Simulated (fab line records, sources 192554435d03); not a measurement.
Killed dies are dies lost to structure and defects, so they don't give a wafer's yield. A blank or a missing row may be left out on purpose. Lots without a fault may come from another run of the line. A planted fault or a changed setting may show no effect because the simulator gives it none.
Chamber matching | flow n5_finfet | N5_BEOL_M7_ETCH_72 on rie_diel-06: 4 sister chambers
The step etches underlayer in N2/H2, target depth 6.5 nm, time 5.2 s. 24 wafers are shown with their chamber, then 12 later ones without.

WAFERS WITH THEIR CHAMBER
wafer  | chamber | drypump_motor_current_A (A) | showerhead_plenum_p_Torr (Torr) | throttle_valve_pct (%)
L075.1 | 3       | 4.9                         | 2.52                            | 17.9
L075.2 | 0       | 5.5                         | 2.42                            | 18.4
L075.6 | 0       | 5.5                         | 2.42                            | 18.4
L077.1 | 3       | 4.9                         | 2.52                            | 17.9
L077.2 | 0       | 5.5                         | 2.42                            | 18.4
L077.3 | 1       | 5.7                         | 2.48                            | 17.7
L076.3 | 1       | 5.8                         | 2.48                            | 17.7
L076.4 | 3       | 4.9                         | 2.52                            | 17.9
L076.6 | 3       | 4.9                         | 2.52                            | 17.9
L079.1 | 0       | 5.5                         | 2.42                            | 18.4
L079.3 | 2       | 5.4                         | 2.57                            | 17.5
L079.4 | 2       | 5.4                         | 2.57                            | 17.5
L081.1 | 3       | 4.9                         | 2.51                            | 18.0
L081.4 | 2       | 5.4                         | 2.57                            | 17.5
L081.5 | 1       | 5.8                         | 2.47                            | 17.2
L080.1 | 1       | 5.7                         | 2.47                            | 17.2
L080.4 | 2       | 5.4                         | 2.57                            | 17.5
L080.5 | 0       | 5.5                         | 2.41                            | 18.4
L082.1 | 3       | 4.9                         | 2.51                            | 17.9
L082.3 | 2       | 5.3                         | 2.56                            | 17.5
L082.4 | 3       | 4.9                         | 2.51                            | 18.0
L085.2 | 0       | 5.5                         | 2.41                            | 18.4
L085.4 | 1       | 5.8                         | 2.47                            | 17.3
L085.5 | 0       | 5.5                         | 2.41                            | 18.4

SIGNATURES (means of the wafers above)
reading                  | chamber 0 | chamber 1 | chamber 2 | chamber 3 | scatter within a chamber
drypump_motor_current_A  | 5.500     | 5.760     | 5.380     | 4.900     | 0.0316
showerhead_plenum_p_Torr | 2.4157    | 2.4740    | 2.5680    | 2.5157    | 0.00521
throttle_valve_pct       | 18.400    | 17.420    | 17.500    | 17.929    | 0.119
Rule: a wafer's distance from a chamber is the root of the sum, over the readings, of the square of ((its reading less the chamber's mean) divided by the reading's scatter). The wafer belongs to the nearest chamber; if the next one is less than 2 further off, it can't be placed. The scatter: the root of (the sum of the squares of (reading less its chamber's mean) over the shown wafers, divided by (wafers less chambers)).

WAFERS WITHOUT THEIR CHAMBER
wafer  | drypump_motor_current_A (A) | showerhead_plenum_p_Torr (Torr) | throttle_valve_pct (%)
L086.1 | 5.8                         | 2.47                            | 17.3
L086.2 | 4.9                         | 2.51                            | 18.0
L086.3 | 5.5                         | 2.41                            | 18.4
L093.2 | 5.3                         | 2.56                            | 17.6
L093.4 | 5.8                         | 2.46                            | 17.3
L093.6 | 5.8                         | 2.47                            | 17.3
L094.4 | 5.5                         | 2.40                            | 18.5
L094.5 | 4.9                         | 2.50                            | 18.0
L094.6 | 5.3                         | 2.56                            | 17.5
L096.2 | 5.7                         | 2.46                            | 17.3
L096.5 | 4.9                         | 2.50                            | 18.0
L096.6 | 5.3                         | 2.56                            | 17.5

WHICH CHAMBER EACH WENT THROUGH
wafer  | from the rows above | in truth
L086.1 | 1                   | 1
L086.2 | 3                   | 3
L086.3 | 0                   | 0
L093.2 | 2                   | 2
L093.4 | 1                   | 1
L093.6 | 1                   | 1
L094.4 | 0                   | 0
L094.5 | 3                   | 3
L094.6 | 2                   | 2
L096.2 | 1                   | 1
L096.5 | 3                   | 3
L096.6 | 2                   | 2
Placed correctly: 12 of 12. Can't be placed from these rows: 0. Placed wrongly: 0.
